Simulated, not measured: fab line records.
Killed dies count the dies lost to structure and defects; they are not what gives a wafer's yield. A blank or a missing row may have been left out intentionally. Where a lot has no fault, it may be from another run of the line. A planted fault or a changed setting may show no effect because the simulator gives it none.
Lot-split experiment    flow n5 finfet    7 lots, 21 wafers read, on a route of 1938 steps

SPLIT DETAILS
At N5_BEOL_M15_EXPOSE_07 (exposes mask V14), the setting dose mj was moved away from the recipe's 41.25 on 3 of the 21 wafers read, by -2.3% to +3.3%. This setting was run at the recipe's value on the other wafers.

FROM THE SPLIT TO THE READING: what the file shows between them, 3 steps
- N5_BEOL_M15_PEB_08: peb time 90 s
- N5_BEOL_M15_DEVELOP_09: develop time 45 s
- N5_BEOL_M15_HARDBAKE_14: time 120 s

THE READING
cd nm, in nm, at N5_BEOL_M15_CD_MEAS_10 (target cd 360 nm). On this fab line, fault-free wafers typically give 360.6 nm with a standard deviation of 1.6 nm.

wafer   tool, chamber at the split  dose mj as run  against the recipe  cd nm, nm  against lot-mates on the recipe
L076.1  krf scanner-02, 0           41.25           recipe              360.4      -
L076.4  krf scanner-02, 0           41.25           recipe              360.6      -
L076.5  krf scanner-02, 0           41.25           recipe              360.3      -
L077.1  krf scanner-01, 0           41.25           recipe              362.4      -
L077.2  krf scanner-01, 0           41.25           recipe              360.5      -
L077.4  krf scanner-01, 0           41.25           recipe              361.5      -
L079.3  krf scanner-01, 0           41.25           recipe              361.2      -
L079.4  krf scanner-01, 0           41.25           recipe              363.3      -
L079.5  krf scanner-01, 0           41.25           recipe              362.4      -
L089.2  krf scanner-02, 0           41.25           recipe              361.7      -
L089.3  krf scanner-02, 0           41.25           recipe              357.7      -
L089.6  krf scanner-02, 0           41.25           recipe              359.1      -
L091.3  krf scanner-02, 0           41.25           recipe              361.8      -
L091.5  krf scanner-02, 0           41.25           recipe              359.2      -
L091.6  krf scanner-02, 0           41.25           recipe              363.2      -
L090.1  krf scanner-02, 0           41.25           recipe              362.8      -
L090.4  krf scanner-02, 0           40.32           -2.3%               357.0      -5.8
L090.5  krf scanner-02, 0           40.32           -2.3%               353.5      -9.3
L093.1  krf scanner-01, 0           41.25           recipe              359.2      -
L093.2  krf scanner-01, 0           42.63           +3.3%               368.6      +9.2
L093.3  krf scanner-01, 0           41.25           recipe              359.5      -

FIT RESULTS
A straight line over all 21 wafers: cd nm changes by +2.4 nm for each +1% of dose mj; r = +0.84; the points scatter about the line by 1.6 nm.
The same after taking each lot's own level away (the mean of its wafers on the recipe; 21 wafers): +3.04 nm for each +1%; r = +0.93; scatter 1.2 nm.
Per that fit: largest dose mj move, reading shift of 10 nm.
Measured against the standard deviation above, the lots' own levels, which go from 359.35 to 362.80 nm, span 2.2 times it.
So the slope is not independent of the lot-to-lot level: the two fits are not the same.
Check: for one of the wafers moved furthest among these (+3.3%), held out of the fit, the line's prediction against its lot-mates is +11.2 nm. It came out at +9.25 nm against them.

OTHER SPLITS APPLIED TO THESE WAFERS
Before the reading, these wafers also passed through other splits. Each is held against what the fit with the lots' levels taken away leaves over:
other split on the same wafers  wafers away from the commonest value  r with cd nm (lot level and that fit taken away)
N5_BEOL_M15_ILD_DEP_00 time s   4                                     -0.27

THE FILE'S OWN FIT
cd nm changes by +2.95 nm for each +1% of dose mj, r = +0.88.
